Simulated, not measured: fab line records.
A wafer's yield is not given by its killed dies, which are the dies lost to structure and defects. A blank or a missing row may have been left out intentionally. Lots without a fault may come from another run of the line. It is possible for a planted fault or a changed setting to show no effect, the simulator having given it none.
Matching of chambers | flow n5-finfet | rie-diel-05 running N5_BEOL_M0_SAQP_ETCH_83: 4 sister chambers
The step etches SiARC in CF4, target depth 39 nm, time 65 s. 14 wafers are shown with their chamber, then 7 later ones without.

EACH WAFER AND ITS CHAMBER
wafer  | chamber | showerhead-plenum-p-Torr (Torr) | drypump-motor-current-A (A) | throttle-valve-pct (%)
L079.4 | 3       | 2.05                            | 5.7                         | 15.48
L079.5 | 1       | 2.22                            | 5.6                         | 15.79
L079.6 | 0       | 2.06                            | 5.0                         | 15.73
L081.3 | 1       | 2.22                            | 5.6                         | 15.79
L081.5 | 0       | 2.06                            | 5.0                         | 15.72
L081.6 | 1       | 2.22                            | 5.5                         | 15.78
L084.1 | 0       | 2.06                            | 5.0                         | 15.73
L084.4 | 2       | 2.26                            | 6.1                         | 15.54
L084.5 | 2       | 2.25                            | 6.1                         | 15.53
L085.2 | 3       | 2.05                            | 5.7                         | 15.52
L085.3 | 2       | 2.25                            | 6.1                         | 15.52
L085.4 | 0       | 2.06                            | 5.0                         | 15.76
L086.2 | 0       | 2.05                            | 5.0                         | 15.75
L086.3 | 2       | 2.25                            | 6.1                         | 15.53

SIGNATURES, as means of the wafers listed above
reading                  | chamber 0 | chamber 1 | chamber 2 | chamber 3 | scatter within a chamber
showerhead-plenum-p-Torr | 2.0580    | 2.2200    | 2.2525    | 2.0500    | 0.00394
drypump-motor-current-A  | 5.000     | 5.567     | 6.100     | 5.700     | 0.0258
throttle-valve-pct       | 15.7380   | 15.7867   | 15.5300   | 15.5000   | 0.0147
Rule: distance of a wafer from a chamber = root of the sum over the readings of ((wafer's reading minus chamber's mean) / reading's scatter) squared. If the next closest chamber is less than 2 further off than the closest, the wafer can't be placed; otherwise it belongs to the closest. How the scatter is found: for the shown wafers, subtract from each reading the mean of its chamber, square and add these, divide the total by (wafers less chambers), then take the root.

WAFERS MISSING THEIR CHAMBER
wafer  | showerhead-plenum-p-Torr (Torr) | drypump-motor-current-A (A) | throttle-valve-pct (%)
L086.4 | 2.05                            | 5.7                         | 15.51
L089.1 | 2.25                            | 6.1                         | 15.55
L089.2 | 2.21                            | 5.6                         | 15.85
L089.4 | 2.04                            | 5.7                         | 15.52
L097.4 | 2.25                            | 6.1                         | 15.58
L097.5 | 2.21                            | 5.6                         | 15.84
L097.6 | 2.05                            | 5.0                         | 15.78

EACH ONE'S CHAMBER
wafer  | from the rows above | in truth
L086.4 | 3                   | 3
L089.1 | 2                   | 2
L089.2 | 1                   | 1
L089.4 | 3                   | 3
L097.4 | 2                   | 2
L097.5 | 1                   | 1
L097.6 | 0                   | 0
Correct placement for 7 of the 7. Not placeable from these rows: 0. 0 placed wrongly.
